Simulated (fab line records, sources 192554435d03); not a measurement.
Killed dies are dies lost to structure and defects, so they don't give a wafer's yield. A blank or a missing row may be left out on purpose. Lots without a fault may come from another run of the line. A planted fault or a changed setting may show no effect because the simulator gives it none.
A struck lot beside a sound one | flow n5_finfet | 15 steps out of a route of 1938
Sound: wafers L158.1, L158.3, L158.6. Struck: wafers L164.1, L164.2, L164.6. The cause comes at the end.
At each step with rows: each side's tool, then ch and its chambers, then its first start. Under that, the readings that differ: sound wafers | struck wafers | difference of the means | sigmas: that difference in standard deviations of wafers without a fault.
alike: readings whose means differ by less than 2 such deviations, and words and numbers that are the same on both sides. not compared: withheld readings, readings that some wafer has no value for, bounds like >300 that may hide the same value, and numbers for which the record gives no deviation and whose values overlap.
The two part at a step that has a row with sigmas, a row that says differs or no value, or rows on one side only. Numbers that don't overlap but have no deviation are shown without sigmas and don't part them. A reading that every wafer of one side lacks parts them only if that side has two wafers or more.

first, 3 steps without rows for these wafers: N5_FIN_SAQP_SRD_66 (time 30 s); N5_FIN_SAQP_RECESS_75 (chemistry HF/NH3, target SiO2, target depth 14.4 nm, afs cycles 3, sublimation time 60 s); N5_FIN_SAQP_SPACER1_ALD_24 (deposits SiO2, target thk 20.3 nm, pulse time 1 s, purge time 2 s).
N5_FIN_SAQP_SPACER1_ETCHBACK_25: etches SiO2 in CHF3/O2, target depth 24.4 nm, time 12.2 s.
  sound on rie_diel-04 ch 1,3, day 1 23:40; struck on rie_diel-05 ch 2,3, day 3 12:49
  alike: drypump_motor_current_A, oes_o_777_au, oes_product_au, rf_vpp_V, showerhead_plenum_p_Torr, throttle_valve_pct
  not compared: rf_hours_counter_h
N5_FIN_SAQP_MANDREL1_REMOVE_56: chemistry HBr/Cl2/O2, target a-Si, stops on SiNx, bt time 10 s.
  sound on rie_si-02 ch 1,3, day 1 23:45; struck on rie_si-02 ch 0,3, day 3 12:54
  alike: drypump_motor_current_A, mfc_cl2_sccm, oes_o_777_au, oes_product_au, throttle_valve_pct
  not compared: rf_hours_counter_h
N5_FIN_SAQP_CD_MEAS_27: target cd 20 nm.
  sound on cd_sem-03 ch 0, day 1 23:52; struck on cd_sem-03 ch 0, day 3 13:01
  alike: cd_nm
then, 1 step without rows for these wafers: N5_FIN_SAQP_ETCH_57 (etches SiNx in CH3F/O2, target depth 32.5 nm, time 46.4 s).
N5_FIN_SAQP_ETCH_65: etches SiO2 in CF4, target depth 4 nm, time 4.4 s.
  sound on rie_si-01 ch 0,1,3, day 2 00:08; struck on rie_si-04 ch 0,2,3, day 3 13:10
  alike: drypump_motor_current_A, oes_product_au, throttle_valve_pct
  not compared: rf_hours_counter_h
then, 1 step without rows for these wafers: N5_FIN_SAQP_MANDREL_ETCH_58 (etches a-Si in HBr/Cl2, stops on SiNx, target depth 45 nm, bt time 10 s, time 27 s).
N5_FIN_SAQP_RECESS_63: chemistry HF/NH3, target SiO2, target depth 18 nm, afs cycles 3, sublimation time 60 s.
  sound on vapor_etch-01 ch 0,1, day 2 00:16; struck on vapor_etch-02 ch 1, day 3 13:17
  alike: drypump_motor_current_A, sublimation_temp_c
then, 2 steps without rows for these wafers: N5_FIN_SAQP_COAT_68 (time 60 s, resist thk 100 nm); N5_FIN_SAQP_ETCH_69 (etches SOC in N2/H2, stops on SiNx, target depth 150 nm).
N5_FIN_SAQP_ETCH_67: etches SiNx in CH3F/O2, target depth 30 nm.
  sound on rie_diel-05 ch 2,3, day 2 00:46; struck on rie_diel-06 ch 0,1,3, day 3 14:10
  reading                  | sound             | struck            | difference | sigmas
  model.etch.depth_nm (nm) | 29.42 30.41 29.78 | 25.55 24.59 24.61 | -4.95      |
  alike: drypump_motor_current_A, oes_o_777_au, oes_product_au, rf_vpp_V, showerhead_plenum_p_Torr, throttle_valve_pct
  not compared: rf_hours_counter_h
N5_FIN_SAQP_STRIP_70: strips in N2/H2.
  sound on rie_diel-05 ch 2,3, day 2 00:48; struck on rie_diel-06 ch 0,1,3, day 3 14:12
  alike: drypump_motor_current_A, oes_product_au, rf_vpp_V, showerhead_plenum_p_Torr, throttle_valve_pct
  not compared: rf_hours_counter_h
-- the record jumps here: 11 days lie between the struck wafers' starts before and after (it left off in module FIN_SAQP and takes up again in module PASSIVATION, whose first step shown is number 1936 of the route) --
N5_PASSIVATION_PROBE_49:
  sound on prober-02, day 13 00:14; struck on prober-02, day 14 09:13
  alike: killed_at_M0_to_M3, killed_at_M4_up, killed_at_contacts, killed_at_front_end, killed_at_other, killed_dies, killed_open, killed_short

WHERE THEY PART
Nowhere in this record.

WHY: what the simulator had put in
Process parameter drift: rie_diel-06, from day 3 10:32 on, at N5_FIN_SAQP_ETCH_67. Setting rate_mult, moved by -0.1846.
